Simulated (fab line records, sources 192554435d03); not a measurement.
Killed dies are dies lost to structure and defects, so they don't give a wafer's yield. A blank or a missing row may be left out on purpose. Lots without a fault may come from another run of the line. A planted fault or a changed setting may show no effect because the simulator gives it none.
Chamber matching | flow n5_finfet | N5_BEOL_M0_SAQP_SPACER2_ETCHBACK_27 on rie_diel-05: 4 sister chambers
The step etches SiO2 in CHF3/O2, target depth 22.5 nm, time 11.25 s. 18 wafers are shown with their chamber, then 9 later ones without.

WAFERS WITH THEIR CHAMBER
wafer  | chamber | rf_vpp_V (V) | showerhead_plenum_p_Torr (Torr) | drypump_motor_current_A (A)
L075.2 | 3       | 549          | 2.50                            | 6.1
L075.3 | 0       | 533          | 2.30                            | 6.3
L075.4 | 1       | 511          | 2.39                            | 5.8
L077.3 | 2       | 522          | 2.41                            | 6.3
L077.4 | 3       | 549          | 2.50                            | 6.1
L077.5 | 3       | 551          | 2.50                            | 6.1
L083.2 | 2       | 522          | 2.41                            | 6.3
L083.4 | 0       | 534          | 2.30                            | 6.3
L083.5 | 1       | 511          | 2.39                            | 5.8
L086.4 | 1       | 513          | 2.39                            | 5.9
L086.5 | 3       | 549          | 2.49                            | 6.1
L086.6 | 0       | 534          | 2.30                            | 6.3
L090.2 | 3       | 550          | 2.49                            | 6.1
L090.3 | 2       | 522          | 2.41                            | 6.3
L090.4 | 1       | 513          | 2.38                            | 5.8
L093.1 | 1       | 511          | 2.38                            | 5.9
L093.3 | 3       | 550          | 2.48                            | 6.1
L093.5 | 2       | 521          | 2.40                            | 6.3

SIGNATURES (means of the wafers above)
reading                  | chamber 0 | chamber 1 | chamber 2 | chamber 3 | scatter within a chamber
rf_vpp_V                 | 533.67    | 511.80    | 521.75    | 549.67    | 0.826
showerhead_plenum_p_Torr | 2.3000    | 2.3860    | 2.4075    | 2.4933    | 0.00614
drypump_motor_current_A  | 6.300     | 5.840     | 6.300     | 6.100     | 0.0293
Rule: a wafer's distance from a chamber is the root of the sum, over the readings, of the square of ((its reading less the chamber's mean) divided by the reading's scatter). The wafer belongs to the nearest chamber; if the next one is less than 2 further off, it can't be placed. The scatter: the root of (the sum of the squares of (reading less its chamber's mean) over the shown wafers, divided by (wafers less chambers)).

WAFERS WITHOUT THEIR CHAMBER
wafer  | rf_vpp_V (V) | showerhead_plenum_p_Torr (Torr) | drypump_motor_current_A (A)
L094.1 | 551          | 2.48                            | 6.1
L094.2 | 511          | 2.38                            | 5.8
L094.5 | 511          | 2.38                            | 5.8
L096.1 | 512          | 2.38                            | 5.9
L096.3 | 523          | 2.40                            | 6.3
L096.5 | 522          | 2.40                            | 6.3
L097.2 | 512          | 2.38                            | 5.8
L097.3 | 549          | 2.48                            | 6.1
L097.4 | 522          | 2.40                            | 6.3

WHICH CHAMBER EACH WENT THROUGH
wafer  | from the rows above | in truth
L094.1 | 3                   | 3
L094.2 | 1                   | 1
L094.5 | 1                   | 1
L096.1 | 1                   | 1
L096.3 | 2                   | 2
L096.5 | 2                   | 2
L097.2 | 1                   | 1
L097.3 | 3                   | 3
L097.4 | 2                   | 2
Placed correctly: 9 of 9. Can't be placed from these rows: 0. Placed wrongly: 0.
